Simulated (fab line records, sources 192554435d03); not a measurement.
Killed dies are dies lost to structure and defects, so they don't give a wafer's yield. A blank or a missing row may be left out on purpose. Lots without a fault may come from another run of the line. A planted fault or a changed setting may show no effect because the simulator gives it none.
Split-lot experiment | flow n5_finfet | 7 lots, 21 wafers read, on a route of 1938 steps

THE SPLIT
At N5_HKMG_FIN_ETCH_32 (etches SOC in N2/H2, target depth 240 nm, time 300 s), the setting source_w was moved away from the recipe's 840 W on 6 of the 21 wafers read, by -16.0% to +14.6%. The other wafers ran this setting at the recipe's value.

The reading is taken at the split's own step.

THE READING
rf_vpp_V, in V, at N5_HKMG_FIN_ETCH_32 (etches SOC in N2/H2, target depth 240 nm, time 300 s). Fault-free wafers of this fab line usually give 523.9 V, standard deviation 2.8 V.

wafer  | tool, chamber at the split | source_w as run, W | against the recipe | rf_vpp_V, V | against lot-mates on the recipe
L080.2 | rie_diel-05, 2             | 962.5              | +14.6%             | 501.2       | -17.7
L080.3 | rie_diel-05, 0             | 840                | recipe             | 518.9       | -
L080.5 | rie_diel-05, 0             | 962.5              | +14.6%             | 496.6       | -22.3
L082.1 | rie_diel-04, 3             | 840                | recipe             | 522.3       | -
L082.4 | rie_diel-04, 2             | 840                | recipe             | 522.7       | -
L082.6 | rie_diel-04, 3             | 705.6              | -16.0%             | 552.5       | +30.0
L083.1 | rie_diel-04, 1             | 840                | recipe             | 525.8       | -
L083.3 | rie_diel-04, 3             | 757.5              | -9.8%              | 538.7       | +12.9
L083.5 | rie_diel-04, 3             | 757.5              | -9.8%              | 540.2       | +14.4
L090.4 | rie_diel-04, 0             | 840                | recipe             | 525.4       | -
L090.5 | rie_diel-04, 1             | 906.4              | +7.9%              | 514.0       | -9.9
L090.6 | rie_diel-04, 3             | 840                | recipe             | 522.4       | -
L091.2 | rie_diel-05, 0             | 840                | recipe             | 520.4       | -
L091.3 | rie_diel-05, 2             | 840                | recipe             | 525.5       | -
L091.6 | rie_diel-05, 3             | 840                | recipe             | 525.6       | -
L092.1 | rie_diel-06, 3             | 840                | recipe             | 523.9       | -
L092.3 | rie_diel-06, 0             | 840                | recipe             | 523.4       | -
L092.6 | rie_diel-06, 3             | 840                | recipe             | 525.6       | -
L096.1 | rie_diel-04, 0             | 840                | recipe             | 526.8       | -
L096.5 | rie_diel-04, 0             | 840                | recipe             | 526.6       | -
L096.6 | rie_diel-04, 1             | 840                | recipe             | 525.0       | -

THE FIT
A straight line over all 21 wafers: rf_vpp_V changes by -1.68 V for each +1% of source_w; r = -0.98; the points scatter about the line by 2.3 V.
The same after taking each lot's own level away (the mean of its wafers on the recipe; 21 wafers): -1.51 V for each +1%; r = -0.98; scatter 2.1 V.
On that fit, the largest move of source_w shifts the reading by 24 V.
The lots' own levels span 518.90 to 526.13 V, that is 2.6 times the standard deviation above.
So the lot-to-lot level changes the slope: the two fits differ.
Check: with one of the wafers moved furthest among these (-16.0%) left out of the fit, the line predicts +21.9 V for it against its lot-mates. It came out at +30 V against them.
Tool readings at the split's step, against how far the setting was moved: rf_vpp_V r = -0.98.

OTHER SPLITS ON THESE WAFERS
These wafers also went through other splits before the reading. Each is held against what the fit with the lots' levels taken away leaves over:
other split on the same wafers          | wafers away from the commonest value | r with rf_vpp_V (lot level and that fit taken away)
N5_ZERO_LAYER_EXPOSE_08 dose_mj         | 2                                    | +0.30
N5_ZERO_LAYER_DEVELOP_10 develop_time_s | 11                                   | -0.18
N5_WELL_APT_PEB_23 peb_temp_c           | 7                                    | +0.00
N5_WELL_APT_DESCUM_30 time_s            | 5                                    | +0.08
N5_DUMMY_GATE_CVD_03 temp_c             | 6                                    | +0.02
N5_DUMMY_GATE_COAT_28 spin_rpm          | 7                                    | -0.46
N5_SPACER0_ALD_00 ald_cycles            | 8                                    | +0.03
N5_HKMG_FIN_PEB_10 peb_time_s           | 8                                    | +0.27

THE WHOLE CHAIN: every reading that the file lists as answering this split, in the file's order
step                | what it does                                         | reading                                                                    | change (the file's fit)              | r (the file's)
N5_HKMG_FIN_ETCH_32 | etches SOC in N2/H2, target depth 240 nm, time 300 s | rf_vpp_V                                                                   | -1.57 V for each +1% of the setting  | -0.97
N5_HKMG_FIN_ETCH_32 | etches SOC in N2/H2, target depth 240 nm, time 300 s | etch.depth_nm (the simulator's own value, which no gauge read)             | +2.02 nm for each +1% of the setting | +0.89
N5_HKMG_FIN_ETCH_32 | etches SOC in N2/H2, target depth 240 nm, time 300 s | HKMG_FIN.feature_depth_nm (the simulator's own value, which no gauge read) | +2.02 nm for each +1% of the setting | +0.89

THE FILE'S OWN FIT
rf_vpp_V changes by -1.57 V for each +1% of source_w, r = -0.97.
